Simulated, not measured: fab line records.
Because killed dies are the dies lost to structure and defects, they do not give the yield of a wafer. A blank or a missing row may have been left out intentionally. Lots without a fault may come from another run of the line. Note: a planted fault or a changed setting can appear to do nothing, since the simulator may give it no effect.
Which of the tools did it?    flow nand harc    13 lots, 39 wafers sampled, at 5 steps of a route of 1302

WHAT EACH GAUGE READ, for each wafer
NHARC_P_M2_THK_MEAS_24: measures by xrf. Usual: thk nm at 144.6 nm, with a standard deviation of 1.6.
lot   measured      on             thk nm (nm)        flag
L969  day 7 05:42   film metro-02  145.2 146.2 144.8  
L970  day 7 23:28   film metro-01  145.3 145.8 145.3  
L971  day 8 06:25   film metro-02  146.4 147.0 146.1  
L972  day 8 17:36   film metro-02  145.6 145.6 147.6  
L974  day 9 10:36   film metro-02  144.2 144.5 144.8  
L975  day 9 22:04   film metro-01  143.9 142.9 143.9  
L976  day 10 18:20  film metro-02  147.3 145.0 144.7  
L977  day 10 23:25  film metro-01  144.8 144.3 146.1  
L980  day 11 21:28  film metro-01  142.0 144.1 144.6  
L984  day 13 20:57  film metro-02  147.1 145.5 146.0  
L985  day 14 02:26  film metro-02  144.3 141.4 146.9  
L986  day 14 17:38  film metro-01  142.8 146.3 144.7  
L987  day 14 22:43  film metro-01  143.2 141.8 143.4  

NHARC_END_SORT_01. Usual: defect limited yield 90.9 % (standard deviation 2.4); killed at array 56 (standard deviation 17); killed at other 1.2 (standard deviation 1.4); killed at periphery 4 (standard deviation 3.2); killed dies 61 (standard deviation 16); killed open 3.6 (standard deviation 2.1); killed short 2.7 (standard deviation 1.8).
lot   measured      on         defect limited yield (%)  killed at array  killed at other  killed at periphery  killed dies  killed open  killed short  flag
L972  day 26 09:25  prober-02  92.8 95.7 95.0            34 22 23         1 3 1            14 4 10              49 29 34     4 2 4        8 3 4         
L974  day 27 18:38  prober-01  92.2 92.2 92.3            52 46 45         0 1 0            1 6 7                53 53 52     5 8 6        4 3 4         
L975  day 27 17:02  prober-02  89.4 85.8 88.6            65 80 75         0 2 0            7 14 2               72 96 77     1 7 3        2 3 2         

WHAT TOOL EACH LOT RAN ON (gives the tool, then ch and the chambers of the sampled wafers, and finally the start)
lot   NHARC_P_M2_PVD_20                        NHARC_P_M2_CMP_23              NHARC_P_BONDPAD_EXPOSE_06
L969  pvd sputter-02, day 7 05:25 or earlier   cmp-01 ch 0,1,2, day 7 05:25   krf scanner-03 ch 0, day 7 07:22
L970  pvd sputter-01, day 7 23:12 or earlier   cmp-02 ch 0,2,3, day 7 23:12   krf scanner-01 ch 0, day 8 01:16
L971  pvd sputter-01, day 8 06:05 or earlier   cmp-01 ch 1,2,3, day 8 06:05   krf scanner-03 ch 0, day 8 08:12
L972  pvd sputter-03, day 8 17:17 or earlier   cmp-02 ch 0,1,2, day 8 17:17   krf scanner-03 ch 0, day 8 19:16
L974  pvd sputter-02, day 9 10:22 or earlier   cmp-02 ch 0,1,2, day 9 10:22   krf scanner-01 ch 0, day 9 12:23
L975  pvd sputter-03, day 9 21:46 or earlier   cmp-03 ch 0,3, day 9 21:46     krf scanner-01 ch 0, day 9 23:42
L976  pvd sputter-03, day 10 18:02 or earlier  cmp-01 ch 1,3, day 10 18:02    krf scanner-03 ch 0, day 10 20:10
L977  pvd sputter-01, day 10 23:07 or earlier  cmp-01 ch 1,3, day 10 23:07    krf scanner-04 ch 0, day 11 01:20
L980  pvd sputter-02, day 11 21:09 or earlier  cmp-01 ch 0,1, day 11 21:09    krf scanner-03 ch 0, day 11 23:16
L984  pvd sputter-03, day 13 20:40 or earlier  cmp-01 ch 0,2,3, day 13 20:40  krf scanner-03 ch 0, day 13 22:38
L985  pvd sputter-02, day 14 02:07 or earlier  cmp-02 ch 0,1,2, day 14 02:07  krf scanner-04 ch 0, day 14 04:12
L986  pvd sputter-02, day 14 17:19 or earlier  cmp-03 ch 0,1, day 14 17:19    krf scanner-03 ch 0, day 14 19:27
L987  pvd sputter-02, day 14 22:24 or earlier  cmp-03 ch 0,2,3, day 14 22:24  krf scanner-03 ch 0, day 15 00:21
- NHARC_P_M2_PVD_20: deposits TaN, target thk 5 nm, time 8.06 s.
- NHARC_P_M2_CMP_23: polishes, t overpolish 20 s, target thk 144.3 nm.
- NHARC_P_BONDPAD_EXPOSE_06: exposes mask P BPAD.

WHAT THE TOOLS THEMSELVES READ (means of the sampled wafers that have a number; where no wafer has one, the mark that the record gives instead)
NHARC_P_M2_PVD_20. Usual: substrate temp c 50.01 C, standard deviation 0.11; throttle valve pct 30.1 %, standard deviation 1.1.
lot   tool            substrate temp c (C)  throttle valve pct (%)  flag
L969  pvd sputter-02  49.91                 29.9                    
L970  pvd sputter-01  50.03                 29.4                    
L971  pvd sputter-01  50.07                 29.9                    
L972  pvd sputter-03  50.03                 29.9                    
L974  pvd sputter-02  49.99                 29.5                    
L975  pvd sputter-03  50.07                 30.9                    
L976  pvd sputter-03  49.95                 30.9                    
L977  pvd sputter-01  50.03                 29.1                    
L980  pvd sputter-02  50.04                 30.2                    
L984  pvd sputter-03  50.06                 30.1                    
L985  pvd sputter-02  49.98                 30.1                    
L986  pvd sputter-02  50.02                 30.7                    
L987  pvd sputter-02  49.93                 30.7                    

NHARC_P_M2_CMP_23. Usual: motor current A 12.6 A, standard deviation 0.95; time to endpoint s 29.5 s, standard deviation 2.9.
lot   tool    motor current A (A)  time to endpoint s (s)  flag
L969  cmp-01  12.5                 28.3                    
L970  cmp-02  11.6                 29.3                    
L971  cmp-01  12.8                 34.4                    
L972  cmp-02  12.7                 31.6                    
L974  cmp-02  12.3                 30.7                    
L975  cmp-03  13.6                 27.0                    
L976  cmp-01  12.7                 29.5                    
L977  cmp-01  12.5                 27.1                    
L980  cmp-01  12.6                 29.8                    
L984  cmp-01  12.7                 29.1                    
L985  cmp-02  12.5                 28.0                    
L986  cmp-03  12.3                 31.0                    
L987  cmp-03  12.6                 27.1                    

NHARC_P_BONDPAD_EXPOSE_06. Usual: exposure dose mJ cm2 at 37.01, with a standard deviation of 0.043.
lot   tool            exposure dose mJ cm2  flag
L969  krf scanner-03  36.96                 
L970  krf scanner-01  37.05                 
L971  krf scanner-03  36.99                 
L972  krf scanner-03  37.00                 
L974  krf scanner-01  37.02                 
L975  krf scanner-01  36.99                 
L976  krf scanner-03  37.05                 
L977  krf scanner-04  37.04                 
L980  krf scanner-03  37.03                 
L984  krf scanner-03  34.73                 OFF
L985  krf scanner-04  37.04                 
L986  krf scanner-03  35.21                 OFF
L987  krf scanner-03  35.55                 OFF

THE ANSWER, worked out from the rows above alone
Rule: take the mean of a lot's wafers that have a number; if it is more than 3 standard deviations from the usual mean, the lot is off. Also off: a lot with no number at a reading for which 4 or more lots have one. Where the step has rows for the other lots, those lots are counted as sound. The gauges are gone through in route order, then the tools' own readings, and for those a lot's mean is taken as printed above. The first step at which some lot is off is used, and at that step the reading that is off furthest; a lot without a number counts as furthest.
Off, at NHARC_P_BONDPAD_EXPOSE_06 on exposure dose mJ cm2: L984, L986, L987.
A tool fits if, at that step or a process step before it, it ran every lot that is off, and no sound lot after the first of them. Because NHARC_P_M2_PVD_20 lacks a start for some lots, the hours and order of its lots are taken from NHARC_P_M2_CMP_23. One fits: NHARC_P_BONDPAD_EXPOSE_06 on krf scanner-03. A fault onset in the window from L980 (day 11 23:16, its last sound lot) to L984 (day 13 22:38, its first lot off) fits.
The tool's own readings at NHARC_P_BONDPAD_EXPOSE_06 bear it out: on the lots that are off they differ by more than 5 times the standard deviation of the sound lots' means. exposure dose mJ cm2 reads 35.16 there against 37.02 on the sound lots.

WHAT THE SIMULATOR HAD INSERTED
Drift in process parameters on krf scanner-03 at NHARC_P_BONDPAD_EXPOSE_06, starting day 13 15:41. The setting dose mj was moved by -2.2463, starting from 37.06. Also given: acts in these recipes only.
Lots struck among those shown: L984, L986, L987. The rule above found the same.
